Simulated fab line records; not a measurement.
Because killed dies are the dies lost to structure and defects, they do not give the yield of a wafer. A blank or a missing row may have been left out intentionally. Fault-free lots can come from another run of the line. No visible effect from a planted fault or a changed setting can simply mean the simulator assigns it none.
fab line records	flow n5_finfet
record lots=14	wafers=42	last_day=18
route steps=1938 shown PMOS_HMC_CHANNEL_EPI@73 FIN_SAQP@96 BEOL_M4@1111
lots untouched by any fault: they come from a run of this same line in which no faults occurred
start_h: the number of hours between the record's first day and the start of the first shown wafer of the lot	wait_h: how many hours have passed since the lot's step before this one	" identical to the entry in the row above	L1.1+2: a row that stands for several wafers	- value missing, or start not given	* or withheld: withheld	< > ~ a bound
route shown NAME@n: a module of which the file shows steps, and the number in the route of the first	usual: mean and standard deviation over wafers with no fault	same: alike in all rows	chamber/n: place in a boat	sites: per-site readings	_std_site: the values' standard deviation	_edge_site: mean of outer sites minus mean of inner sites	radius_mm: for every site, how far away it sits from the centre of the wafer	mask NAME#n: copy n	behind: the last tool/chamber to shape the wafer	hold: what put the lot on hold/how long, in hours/how the hold closed	device: the n, p or np transistor that did not switch	end of line: at the end of the route, the tests of the same wafers	a step given without rows: its recipe and nothing more	killed: dies lost to structure and defects at the first sort, not the wafer's yield	map: shows each die of a wafer: x if killed, . if not, _ if none is there
set.NAME: the setting as run; set.NAME@STEP: as run at that earlier step	model.NAME: the simulator's own value behind a step, which no gauge read
the route's steps for a sample of lots (tables are steps, rows are wafers)
services: a tool's chamber out of use, with start hour (start_h, from the record's first day; less than 0 if before it), hours out, and reason
## steps
# step N5_PMOS_HMC_CHANNEL_EPI_ETCH_38
# recipe chemistry=CF4	target=SiO2	target_depth_a=15	ion_energy_ev=350	pressure_mtorr=10	icp_w=800	bias_w=400	cf4_flow_sccm=80
# usual cf4_flow_sccm=80.01/0.25	drypump_motor_current_A=5.8/0.45	oes_product_au=1.009/0.02	throttle_valve_pct=21.90/0.19
lot.wafer	tool	chamber	start_h	wait_h	cf4_flow_sccm	drypump_motor_current_A	oes_product_au	rf_hours_counter_h	throttle_valve_pct
L314.3	rie_si-05	1	30.68	0.0	80.22	5.7	1.017	184	21.96
L314.5	"	1	"	"	79.83	5.8	1.013	-	21.97
L314.6	"	2	"	"	80.07	5.9	1.046	-	21.78
L315.2	rie_si-06	2	36.03	0.0	79.85	5.1	1.038	182	21.68
L315.4	"	3	"	"	79.94	5.4	1.014	-	21.98
L315.5	"	2	"	"	79.40	5.1	1.026	-	21.69
L316.1	rie_si-06	3	42.74	0.0	79.89	5.4	1.006	175	21.99
L316.3	"	1	"	"	80.02	6.0	1.026	44	22.11
L316.4	"	2	"	"	79.89	5.1	1.014	182	21.68
L317.1	rie_si-06	0	48.20	0.0	80.08	6.5	0.980	199	22.07
L317.3	"	1	"	"	80.10	6.0	1.037	44	22.12
L317.4	"	2	"	"	80.53	5.1	1.032	182	21.67
L318.2	rie_si-05	2	53.95	0.0	80.21	5.9	1.021	86	21.76
L318.3	"	3	"	"	79.91	5.9	0.979	195	21.95
L318.6	"	2	"	"	79.94	5.9	1.025	-	21.78
L319.3	rie_si-05	2	60.58	0.0	79.40	6.0	1.043	87	21.77
L319.5	"	2	"	"	80.19	6.0	1.029	-	21.78
L319.6	"	3	"	"	79.95	6.0	0.982	-	21.93
L320.4	rie_si-06	0	65.88	0.0	79.79	6.5	0.986	200	22.07
L320.5	"	3	"	"	80.20	5.4	1.016	-	22.00
L320.6	"	2	"	"	80.01	5.1	1.043	-	21.68
L322.3	rie_si-06	2	78.67	0.0	80.26	5.1	1.037	183	21.69
L322.4	"	0	"	"	80.63	6.5	0.978	200	22.06
L322.5	"	3	"	"	79.99	5.4	1.019	-	22.00
L323.2	rie_si-06	1	83.87	0.0	80.21	6.0	1.024	45	22.12
L323.3	"	2	"	"	80.18	5.1	1.036	183	21.68
L323.5	"	0	"	"	79.64	6.4	0.976	-	22.08
L329.3	rie_si-02	2	119.81	0.0	79.94	5.7	0.982	45	21.51
L329.5	"	0	"	"	79.66	5.3	1.013	-	22.01
L329.6	"	1	"	"	79.86	5.8	1.007	-	21.39
L330.2	rie_si-05	0	126.14	0.0	80.13	6.5	0.994	128	22.05
L330.3	"	2	"	"	80.40	5.9	1.031	88	21.77
L330.6	"	1	"	"	79.57	5.7	1.008	-	21.94
L333.1	rie_si-02	3	143.82	0.0	80.02	5.6	0.966	191	21.97
L333.4	"	1	"	"	80.40	5.7	0.990	158	21.40
L333.5	"	0	"	"	80.16	5.3	1.010	-	22.01
L334.1	rie_si-05	2	149.80	0.0	80.46	5.9	1.041	89	21.78
L334.2	"	1	"	"	80.10	5.7	1.006	186	21.94
L334.5	"	0	"	"	80.05	6.4	0.999	-	22.07
L335.2	rie_si-05	1	156.70	0.0	80.21	5.7	1.000	186	21.94
L335.3	"	3	"	"	80.25	6.0	0.973	0	21.60
L335.5	"	1	"	"	80.02	5.7	1.006	-	21.93
# step N5_PMOS_HMC_CHANNEL_EPI_THK_MEAS_22
# recipe reads=SiGe30_of_PMOS_HMC_CHANNEL_EPI_EPI_20
# usual HMC_CMP_THK=54.5/1.2
lot.wafer	tool	chamber	start_h	wait_h	HMC_CMP_THK[nm]
L314.3	film_metro-01	-	33.18	-	54.1
L314.5	"	-	"	"	54.3
L314.6	"	-	"	"	54.2
L315.2	film_metro-02	-	39.50	-	55.4
L315.4	"	-	"	"	54.7
L315.5	"	-	"	"	55.5
L316.1	film_metro-01	-	44.56	-	55.0
L316.3	"	-	"	"	56.5
L316.4	"	-	"	"	56.4
L317.1	film_metro-01	-	50.44	-	52.0
L317.3	"	-	"	"	55.9
L317.4	"	-	"	"	55.8
L318.2	film_metro-01	-	55.79	-	54.5
L318.3	"	-	"	"	53.1
L318.6	"	-	"	"	54.5
L319.3	film_metro-01	-	62.40	-	53.7
L319.5	"	-	"	"	53.5
L319.6	"	-	"	"	52.3
L320.4	film_metro-02	-	67.71	-	53.3
L320.5	"	-	"	"	55.5
L320.6	"	-	"	"	55.9
L322.3	film_metro-01	-	80.89	-	55.5
L322.4	"	-	"	"	53.6
L322.5	"	-	"	"	54.1
L323.2	film_metro-01	-	86.09	-	56.1
L323.3	"	-	"	"	56.1
L323.5	"	-	"	"	54.0
L329.3	film_metro-02	-	121.66	-	52.4
L329.5	"	-	"	"	54.0
L329.6	"	-	"	"	53.7
L330.2	film_metro-01	-	128.07	-	53.5
L330.3	"	-	"	"	54.3
L330.6	"	-	"	"	54.2
L333.1	film_metro-02	-	145.64	-	53.6
L333.4	"	-	"	"	53.5
L333.5	"	-	"	"	54.6
L334.1	film_metro-01	-	152.02	-	54.0
L334.2	"	-	"	"	54.6
L334.5	"	-	"	"	53.1
L335.2	film_metro-01	-	158.54	-	53.3
L335.3	"	-	"	"	52.3
L335.5	"	-	"	"	53.2
# step N5_FIN_SAQP_HM_DEP_03
# recipe material=SiNx	target_thk_a=380	temp_c=400	precursor=SiH4/NH3/N2	pressure_torr=1.5	rf_w=300	time_s=33.6
# usual heater_power_w=829/110	showerhead_plenum_p_Torr=5.15/0.081	throttle_valve_pct=40.5/2.2
lot.wafer	tool	chamber	start_h	wait_h	heater_power_w	showerhead_plenum_p_Torr	throttle_valve_pct
L314.3	pecvd-04	1	34.51	0.1	993	5.18	44.5
L314.5	"	1	"	"	998	5.21	44.5
L314.6	"	0	"	"	870	5.16	40.5
L315.2	pecvd-02	1	42.20	0.2	718	5.28	40.3
L315.4	"	0	"	"	837	5.13	39.1
L315.5	"	1	"	"	722	5.30	40.4
L316.1	pecvd-04	1	45.89	0.2	970	5.20	44.1
L316.3	"	2	"	"	955	5.11	40.9
L316.4	"	2	"	"	960	5.11	40.7
L317.1	pecvd-02	2	51.62	0.2	656	5.03	37.1
L317.3	"	1	"	"	681	5.28	40.2
L317.4	"	2	"	"	679	5.02	37.1
L318.2	pecvd-02	2	57.13	0.2	670	5.03	37.5
L318.3	"	0	"	"	804	5.13	39.0
L318.6	"	2	"	"	669	5.02	37.0
L319.3	pecvd-02	1	64.00	0.1	781	5.29	40.2
L319.5	"	2	"	"	676	5.03	37.3
L319.6	"	0	"	"	697	5.12	39.1
L320.4	pecvd-04	1	69.43	0.1	987	5.19	44.3
L320.5	"	0	"	"	998	5.16	40.9
L320.6	"	2	"	"	916	5.11	40.9
L322.3	pecvd-03	0	82.00	0.1	676	5.13	41.5
L322.4	"	1	"	"	911	5.15	44.0
L322.5	"	2	"	"	799	5.10	38.5
L323.2	pecvd-02	2	87.22	0.2	739	5.03	37.2
L323.3	"	1	"	"	789	5.29	40.6
L323.5	"	0	"	"	755	5.11	39.3
L329.3	pecvd-04	1	122.88	0.1	909	5.20	44.4
L329.5	"	2	"	"	838	5.10	40.8
L329.6	"	1	"	"	932	5.19	44.5
L330.2	pecvd-03	1	129.08	0.2	906	5.16	44.0
L330.3	"	0	"	"	703	5.12	41.3
L330.6	"	0	"	"	702	5.13	41.5
L333.1	pecvd-02	1	147.10	0.2	749	5.29	40.1
L333.4	"	1	"	"	754	5.30	40.3
L333.5	"	0	"	"	708	5.13	39.2
L334.1	pecvd-02	0	153.65	0.2	845	5.13	39.4
L334.2	"	1	"	"	739	5.29	40.3
L334.5	"	1	"	"	753	5.29	40.4
L335.2	pecvd-02	1	159.56	0.2	736	5.28	40.3
L335.3	"	0	"	"	840	5.14	39.4
L335.5	"	1	"	"	740	5.28	40.3
# step N5_FIN_SAQP_THK_MEAS_05
# usual thk_nm=38.0/0.47
lot.wafer	tool	chamber	start_h	wait_h	thk_nm
L314.3	film_metro-02	-	34.60	0.1	37.4
L314.5	"	-	"	"	37.7
L314.6	"	-	"	"	38.0
L315.2	film_metro-01	-	42.29	0.1	37.1
L315.4	"	-	"	"	37.9
L315.5	"	-	"	"	38.1
L316.1	film_metro-01	-	45.98	0.1	37.6
L316.3	"	-	"	"	38.1
L316.4	"	-	"	"	38.2
L317.1	film_metro-01	-	51.71	0.1	38.1
L317.3	"	-	"	"	37.4
L317.4	"	-	"	"	38.5
L318.2	film_metro-01	-	57.22	0.1	38.2
L318.3	"	-	"	"	37.8
L318.6	"	-	"	"	38.7
L319.3	film_metro-01	-	64.09	0.1	18.3
L319.5	"	-	"	"	38.3
L319.6	"	-	"	"	38.6
L320.4	film_metro-01	-	69.49	0.0	37.5
L320.5	"	-	"	"	37.8
L320.6	"	-	"	"	37.8
L322.3	film_metro-01	-	82.08	0.1	37.5
L322.4	"	-	"	"	38.3
L322.5	"	-	"	"	37.7
L323.2	film_metro-02	-	87.31	0.1	18.8
L323.3	"	-	"	"	18.5
L323.5	"	-	"	"	38.9
L329.3	film_metro-02	-	122.97	0.1	37.9
L329.5	"	-	"	"	38.0
L329.6	"	-	"	"	38.6
L330.2	film_metro-02	-	129.17	0.1	37.9
L330.3	"	-	"	"	38.4
L330.6	"	-	"	"	38.3
L333.1	film_metro-02	-	147.19	0.1	37.9
L333.4	"	-	"	"	38.6
L333.5	"	-	"	"	38.6
L334.1	film_metro-01	-	153.74	0.1	37.9
L334.2	"	-	"	"	38.2
L334.5	"	-	"	"	38.4
L335.2	film_metro-01	-	159.65	0.1	37.4
L335.3	"	-	"	"	38.0
L335.5	"	-	"	"	38.5
# step N5_FIN_SAQP_PECVD_47
# recipe material=a-Si	target_thk_a=450	temp_c=400	precursor=SiH4/He	pressure_torr=3	rf_w=100	time_s=36.3
# usual heater_power_w=900/110	showerhead_plenum_p_Torr=5.67/0.051	throttle_valve_pct=18.6/0.98
lot.wafer	tool	chamber	start_h	wait_h	heater_power_w	showerhead_plenum_p_Torr	throttle_valve_pct
L314.3	pecvd-04	1	34.64	0.0	1101	5.70	20.1
L314.5	"	2	"	"	978	5.64	18.8
L314.6	"	1	"	"	909	5.71	20.2
L315.2	pecvd-04	0	42.32	0.0	1008	5.67	18.5
L315.4	"	1	"	"	1008	5.69	20.1
L315.5	"	2	"	"	880	5.64	18.6
L316.1	pecvd-02	2	46.01	0.0	791	5.56	16.8
L316.3	"	0	"	"	884	5.66	17.9
L316.4	"	1	"	"	775	5.77	18.4
L317.1	pecvd-04	2	51.74	0.0	970	5.64	18.9
L317.3	"	0	"	"	999	5.69	18.5
L317.4	"	2	"	"	965	5.64	18.5
L318.2	pecvd-03	1	57.25	0.0	1018	5.68	20.0
L318.3	"	0	"	"	805	5.64	18.9
L318.6	"	0	"	"	791	5.66	18.5
L319.3	pecvd-03	2	64.12	0.0	835	5.62	17.6
L319.5	"	2	"	"	870	5.65	17.5
L319.6	"	0	"	"	781	5.67	18.7
L320.4	pecvd-03	1	69.54	0.1	1044	5.67	20.1
L320.5	"	2	"	"	853	5.64	17.7
L320.6	"	0	"	"	756	5.64	18.7
L322.3	pecvd-03	0	82.12	0.0	806	5.66	18.8
L322.4	"	0	"	"	794	5.66	18.7
L322.5	"	1	"	"	888	5.67	20.0
L323.2	pecvd-02	1	87.35	0.0	867	5.76	18.3
L323.3	"	0	"	"	910	5.66	17.9
L323.5	"	2	"	"	716	5.58	17.0
L329.3	pecvd-02	1	123.01	0.0	829	5.78	18.5
L329.5	"	2	"	"	754	5.58	17.6
L329.6	"	1	"	"	805	5.78	18.3
L330.2	pecvd-02	2	129.21	0.0	790	5.58	17.2
L330.3	"	1	"	"	785	5.77	18.4
L330.6	"	0	"	"	923	5.65	18.1
L333.1	pecvd-04	2	147.22	0.0	962	5.64	18.6
L333.4	"	2	"	"	942	5.65	18.6
L333.5	"	0	"	"	1026	5.67	18.8
L334.1	pecvd-04	0	153.78	0.0	985	5.68	18.8
L334.2	"	2	"	"	1052	5.64	18.6
L334.5	"	2	"	"	1036	5.65	18.5
L335.2	pecvd-04	0	159.69	0.0	996	5.69	18.9
L335.3	"	2	"	"	1004	5.65	18.3
L335.5	"	2	"	"	964	5.64	18.8
# step N5_FIN_SAQP_HM_OPEN_33
# recipe chemistry=CH3F/O2	target=SiNx	mask_material=SiO2	target_depth_a=494	time_s=70.6	pressure_mtorr=30	source_w=395	bias_w=73	Ar_flow_sccm=150	CH3F_flow_sccm=30	O2_flow_sccm=20	ion_energy_ev=120	ends=cleared
# usual O2_flow_sccm=20.00/0.068	drypump_motor_current_A=5.6/0.6	etch_rf_on_time_s=69.0/1.4	oes_product_au=0.66/0.063	rf_vpp_V=298/3.8	showerhead_plenum_p_Torr=1.98/0.052	throttle_valve_pct=16.33/0.23
lot.wafer	tool	chamber	start_h	wait_h	O2_flow_sccm	drypump_motor_current_A	etch_rf_on_time_s	oes_product_au	rf_hours_counter_h	rf_vpp_V	showerhead_plenum_p_Torr	throttle_valve_pct
L314.3	rie_diel-06	1	39.65	0.0	19.97	4.9	67.3	0.70	102	293	1.95	16.64
L314.5	"	3	"	"	20.08	5.4	68.4	0.62	-	301	1.92	16.51
L314.6	"	2	"	"	20.11	6.6	69.1	0.61	-	296	1.91	16.30
L315.2	rie_diel-06	0	46.85	0.1	20.08	5.6	66.4	0.68	119	299	2.03	16.37
L315.4	"	2	"	"	20.02	6.6	69.6	0.60	197	294	1.90	16.31
L315.5	"	1	"	"	19.88	4.8	68.9	0.69	-	293	1.95	16.64
L316.1	rie_diel-01	3	50.64	0.0	20.09	5.2	69.6	0.60	201	305	1.97	16.38
L316.3	"	1	"	"	20.05	5.0	69.4	0.67	115	299	2.00	16.17
L316.4	"	0	"	"	19.95	4.9	68.9	0.73	61	301	1.94	16.29
L317.1	rie_diel-06	3	56.26	0.0	20.05	5.4	69.4	0.62	173	301	1.92	16.52
L317.3	"	0	"	"	20.00	5.6	66.4	0.69	122	298	2.03	16.39
L317.4	"	1	"	"	19.98	4.9	69.1	0.69	107	293	1.95	16.64
L318.2	rie_diel-06	1	61.88	0.0	19.87	4.8	68.9	0.69	109	293	1.95	16.66
L318.3	"	2	"	"	20.01	6.6	68.9	0.60	203	294	1.90	16.30
L318.6	"	1	"	"	20.01	4.8	70.1	0.69	-	292	1.95	16.65
L319.3	rie_diel-01	1	68.82	0.0	20.06	5.1	32.9	0.66	122	300	2.00	16.18
L319.5	"	1	"	"	19.96	5.1	70.5	0.66	-	298	2.00	16.18
L319.6	"	2	"	"	20.03	6.4	68.9	0.77	-	294	2.06	15.91
L320.4	rie_diel-01	3	73.88	0.0	19.98	5.2	69.0	0.60	208	304	1.97	16.39
L320.5	"	0	"	"	20.14	4.9	68.2	0.72	-	302	1.94	16.31
L320.6	"	3	"	"	19.98	5.2	70.0	0.60	-	303	1.97	16.38
L322.3	rie_diel-01	1	89.08	0.1	19.99	5.1	67.2	0.66	128	298	2.00	16.18
L322.4	"	0	"	"	20.06	4.9	69.3	0.72	73	303	1.94	16.33
L322.5	"	1	"	"	20.02	5.1	67.2	0.67	-	299	2.00	16.19
L323.2	rie_diel-05	3	92.47	0.1	19.91	6.1	33.9	0.63	176	301	2.08	16.70
L323.3	"	0	"	"	19.93	6.1	33.0	0.79	16	295	1.97	15.95
L323.5	"	0	"	"	20.01	6.1	70.0	0.80	-	297	1.97	15.95
L329.3	rie_diel-01	3	127.62	0.2	19.89	5.2	70.9	0.59	228	304	1.97	16.43
L329.5	"	0	"	"	20.08	4.9	68.6	0.71	-	302	1.94	16.35
L329.6	"	3	"	"	20.01	5.2	72.8	0.58	-	304	1.97	16.43
L330.2	rie_diel-05	0	134.41	0.1	20.00	6.1	67.6	0.77	32	295	1.96	15.99
L330.3	"	2	"	"	20.12	5.5	70.9	0.57	235	306	2.06	16.27
L330.6	"	2	"	"	20.00	5.5	70.1	0.58	-	305	2.06	16.26
L333.1	rie_diel-01	1	153.07	0.1	19.99	5.1	68.9	0.64	152	299	1.99	16.23
L333.4	"	3	"	"	19.93	5.2	71.5	0.58	239	304	1.96	16.46
L333.5	"	2	"	"	19.95	6.4	68.2	0.73	-	294	2.04	15.97
L334.1	rie_diel-01	1	158.92	0.1	19.91	5.1	69.2	0.63	155	298	1.99	16.24
L334.2	"	3	"	"	20.11	5.2	70.7	0.59	242	304	1.96	16.45
L334.5	"	1	"	"	20.06	5.1	69.7	0.63	-	298	1.99	16.23
L335.2	rie_diel-01	2	164.73	0.1	19.96	6.5	67.0	0.72	63	294	2.04	15.98
L335.3	"	0	"	"	19.91	4.9	68.1	0.70	104	303	1.93	16.38
L335.5	"	3	"	"	19.87	5.2	71.7	0.59	-	303	1.96	16.47
# step N5_BEOL_M4_RC_MEAS_101
# usual DIBL_N=36.0/1.8	DIBL_P=36.3/2.4	IOFF_N=0.16/0.035	IOFF_P=0.21/0.036	ION_N=673/13	ION_P=461/7.2	SS_N=71.4/0.6	SS_P=73.2/0.7	VT_N=250/4	VT_P=-250.9/2.9
lot.wafer	tool	chamber	start_h	wait_h	DIBL_N[mV/V]	DIBL_P[mV/V]	IOFF_N[nA/um]	IOFF_P[nA/um]	ION_N[uA/um]	ION_P[uA/um]	SS_N[mV/dec]	SS_P[mV/dec]	VT_N[mV]	VT_P[mV]
L314.3	prober-01	0	191.50	0.3	36.3	37.4	0.17	0.21	683	462	71.5	73.8	248	-249.2
L314.5	"	0	"	"	35.8	37.5	0.16	0.22	672	468	70.7	72.9	250	-247.8
L314.6	"	0	"	"	38.5	40.0	0.23	0.26	702	475	71.8	73.9	245	-246.1
L315.2	prober-02	0	195.12	0.2	34.3	33.5	0.16	0.21	678	463	70.8	73.2	246	-247.1
L315.4	"	0	"	"	34.0	32.9	0.14	0.19	670	459	71.3	72.7	250	-249.6
L315.5	"	0	"	"	32.7	30.7	0.12	0.16	653	461	71.3	72.2	252	-251.3
L316.1	prober-02	0	202.87	0.0	33.9	34.9	0.13	0.17	674	461	70.4	73.2	254	-250.4
L316.3	"	0	"	"	37.5	37.1	0.19	0.20	668	455	72.0	73.4	248	-251.0
L316.4	"	0	"	"	35.4	36.2	0.15	0.19	678	470	71.5	73.2	249	-250.7
L318.2	prober-01	0	215.20	0.2	35.3	37.0	0.15	0.20	675	464	71.0	73.5	249	-252.4
L318.3	"	0	"	"	35.7	36.7	0.15	0.20	666	459	71.3	73.3	253	-251.4
L318.6	"	0	"	"	32.9	34.1	0.11	0.16	668	465	71.0	72.7	255	-253.0
L317.1	prober-02	0	218.00	0.0	32.7	32.6	0.10	0.14	643	446	70.0	71.9	259	-257.7
L317.3	"	0	"	"	34.2	34.1	0.12	0.16	663	453	71.5	72.7	255	-254.1
L317.4	"	0	"	"	35.7	37.3	0.15	0.20	692	471	71.5	73.3	248	-249.6
L320.4	prober-01	0	221.29	0.5	37.1	38.9	0.18	0.20	690	466	70.7	73.9	244	-253.0
L320.5	"	0	"	"	38.0	39.6	0.18	0.22	681	464	71.6	74.2	247	-252.3
L320.6	"	0	"	"	40.5	43.6	0.26	0.29	697	464	72.0	74.2	242	-248.7
L319.3	prober-02	0	223.76	0.3	38.8	40.6	0.24	0.30	690	473	72.4	74.9	245	-241.6
L319.5	"	0	"	"	36.1	36.2	0.16	0.20	673	461	71.7	74.1	252	-250.6
L319.6	"	0	"	"	37.2	37.3	0.17	0.22	670	464	72.3	74.1	252	-246.3
L323.2	prober-01	0	227.39	0.2	37.4	38.8	0.17	0.26	684	472	71.1	74.6	250	-247.8
L323.3	"	0	"	"	36.7	37.8	0.17	0.24	689	481	71.0	73.8	248	-249.8
L323.5	"	0	"	"	32.8	32.3	0.10	0.15	657	458	70.4	71.3	259	-252.3
L322.3	prober-02	0	244.31	0.3	36.3	37.7	0.18	0.22	682	457	71.2	74.1	248	-251.5
L322.4	"	0	"	"	34.5	34.6	0.15	0.18	671	456	70.8	72.5	248	-252.5
L322.5	"	0	"	"	36.6	37.1	0.19	0.21	683	464	71.7	73.6	244	-253.3
L329.3	prober-02	0	280.20	0.3	35.5	37.7	0.18	0.22	683	467	70.6	73.8	247	-248.6
L329.5	"	0	"	"	34.0	35.7	0.14	0.19	682	469	71.1	72.9	251	-251.5
L329.6	"	0	"	"	36.1	37.6	0.17	0.23	680	457	71.8	73.7	247	-248.3
L330.2	prober-01	0	286.77	0.2	37.1	38.5	0.16	0.23	678	465	71.7	73.3	251	-248.7
L330.3	"	0	"	"	35.1	35.2	0.12	0.20	664	463	71.3	72.1	257	-251.2
L330.6	"	0	"	"	37.7	38.7	0.17	0.24	680	470	71.9	73.4	250	-249.4
L333.1	prober-01	0	316.37	0.0	36.3	34.9	0.15	0.20	679	465	71.5	73.1	246	-251.2
L333.4	"	0	"	"	36.6	36.3	0.15	0.22	671	459	70.9	73.6	249	-251.9
L333.5	"	0	"	"	35.2	33.6	0.13	0.17	661	450	71.0	71.9	250	-253.3
L335.2	prober-01	0	318.44	0.2	37.2	37.1	0.16	0.21	673	457	71.4	73.4	250	-252.4
L335.3	"	0	"	"	37.9	36.6	0.16	0.21	681	461	72.1	74.0	250	-252.9
L335.5	"	0	"	"	39.3	38.0	0.20	0.25	687	464	72.2	73.7	247	-246.7
L334.1	prober-02	0	319.72	0.0	37.5	39.3	0.18	0.24	691	475	71.0	73.8	246	-246.5
L334.2	"	0	"	"	37.7	39.7	0.18	0.25	680	471	72.0	74.1	247	-247.2
L334.5	"	0	"	"	36.6	38.0	0.16	0.23	685	474	71.1	73.4	246	-248.1
## services
tool	chamber	start_h	hours	kind
rie_si-05	-	8.48	0.2	repair
pecvd-03	-	13.89	28.1	pm
pecvd-04	0	18.33	5.5	scheduled_down
rie_si-06	1	18.83	21.9	repair
rie_si-02	-	20.69	2.8	pm
rie_diel-01	-	31.03	4.3	pm
rie_si-06	-	39.12	2.8	pm
pecvd-03	-	41.99	2.8	pm
rie_si-05	0	44.09	10.5	repair
rie_diel-05	1	57.17	13.0	repair
rie_si-02	-	57.74	15.6	pm
pecvd-04	2	74.57	2.1	scheduled_down
pecvd-04	-	80.64	1.6	repair
rie_diel-06	0	82.08	7.0	repair
pecvd-03	-	84.78	5.5	pm
rie_si-06	0	85.54	-	clean
rie_si-06	0	85.54	16.6	scheduled_down
rie_diel-01	-	90.23	0.2	repair
pecvd-03	-	116.11	6.0	pm
rie_si-06	1	126.75	2.5	repair
rie_si-02	2	128.50	4.3	repair
rie_diel-05	-	147.49	16.3	repair
rie_si-06	0	152.79	8.9	repair
rie_diel-01	1	164.18	2.6	repair
## key
first_sign step=N5_FIN_SAQP_THK_MEAS_05	reading=thk_nm	direction=down	sigmas=41	usual=*	struck=*
effect step=N5_FIN_SAQP_HM_OPEN_33	reading=etch_rf_on_time_s	direction=down	sigmas=26	usual=*	struck=*
met_at N5_FIN_SAQP_HM_DEP_03
struck_lots L319,L323
struck_wafers L319.3,L323.2,L323.3
sort_left_out L319.3,L323.2,L323.3
not_acting_at N5_PMOS_HMC_CHANNEL_EPI_ETCH_38,N5_PMOS_HMC_CHANNEL_EPI_THK_MEAS_22,N5_FIN_SAQP_PECVD_47
onset_between 57.13 64.00
fault kind=process_parameter_drift	tool=pecvd-02	chamber=-	onset_h=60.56	steps=N5_FIN_SAQP_HM_DEP_03	channel=time_s	offset=*	shape=step	end_h=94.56	scope=struck_wafers_only	acts_in=*	stated=*
# sort_left_out: the simulated sort isn't trusted on such a fault, so these wafers' sort isn't shown, and their yield isn't known
